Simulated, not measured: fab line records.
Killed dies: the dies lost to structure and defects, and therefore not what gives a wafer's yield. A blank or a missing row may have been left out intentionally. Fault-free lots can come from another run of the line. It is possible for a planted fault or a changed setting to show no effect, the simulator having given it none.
A struck lot beside a sound one | flow nand-harc | 14 steps out of a route of 1302
Sound: wafers L355.1, L355.3, L355.4. Wafers L347.1, L347.4, L347.5 were the ones struck. The cause is named last.
Each step with rows lists, per side, the tool, then ch with its chambers, then its first start. Under that, the readings that differ: sound wafers | struck wafers | difference of the means | sigmas: that difference in standard deviations of wafers without a fault.
alike: readings whose means differ by less than 2 such deviations, and words and numbers that are the same on both sides. not compared: withheld readings, readings that some wafer has no value for, bounds like >300 that may hide the same value, and numbers for which the record gives no deviation and whose values overlap.
The two part at a step that has a row with sigmas, a row that says differs or no value, or rows on one side only. When numbers do not overlap yet have no deviation, they are printed without sigmas and do not part them. A reading missing from all wafers of one side parts the sides only when that side holds two or more wafers.

first, 6 steps without rows for these wafers: NHARC_A_DECK1_JOINT_CVD_34 (deposits SiNx, target thk 20 nm); NHARC_A_DECK1_JOINT_DEP_06 (deposits SiOx, target thk 80 nm); NHARC_A_DECK1_JOINT_CURE_26 (time 32 s); NHARC_A_DECK1_JOINT_ANNEAL_27 (time 3600 s); NHARC_A_DECK1_JOINT_ANNEAL_28 (time 1800 s); NHARC_A_DECK1_JOINT_ANNEAL_29 (time 1800 s).
NHARC_A_DECK1_JOINT_CMP_02: polishes SiOx.
  sound on cmp-02 ch 0,1,3, day 18 14:31; struck on cmp-01 ch 0,1,3, day 15 15:14
  alike: motor-current-A
next, for these wafers, 1 step has no rows: NHARC_A_DECK1_JOINT_SRD_15.
NHARC_A_DECK1_JOINT_DEP_16: deposits SiO2, target thk 45 nm.
  sound on pecvd-02 ch 1,2, day 18 14:54; struck on pecvd-03 ch 0,2, day 15 15:38
  alike: heater-power-w, throttle-valve-pct
NHARC_A_DECK1_JOINT_THK_MEAS_17: measures by ellipsometry.
  struck on film-metro-01, day 15 15:51; sound on film-metro-01, day 18 15:11
  alike: thk-nm
NHARC_A_DECK1_JOINT_INSPECT_05:
  struck on defect-inspect-01, day 15 15:53; sound on defect-inspect-02, day 18 15:13
  alike: raw-defect-count
NHARC_A_ONON_D2_DEP_00: target thk 1000 nm.
  sound on pecvd-onon-02 ch 0, day 18 15:17; struck on pecvd-onon-02 ch 0, day 15 15:58
NHARC_A_ONON_D2_THK_MEAS_02: measures by ellipsometry.
  struck on film-metro-01, day 15 16:28; sound on film-metro-01, day 18 15:47
  reading     | sound          | struck         | difference | sigmas
  thk-nm (nm) | 1000 1000 1000 | 1134 1135 1136 | +135       | +14
after that, 1 step with no rows for these wafers: NHARC_A_ONON_D2_DEP_03 (target thk 1000 nm).

WHERE THEY PART
Only at NHARC_A_ONON_D2_THK_MEAS_02, as far as this record shows.

WHY: the cause the simulator had injected
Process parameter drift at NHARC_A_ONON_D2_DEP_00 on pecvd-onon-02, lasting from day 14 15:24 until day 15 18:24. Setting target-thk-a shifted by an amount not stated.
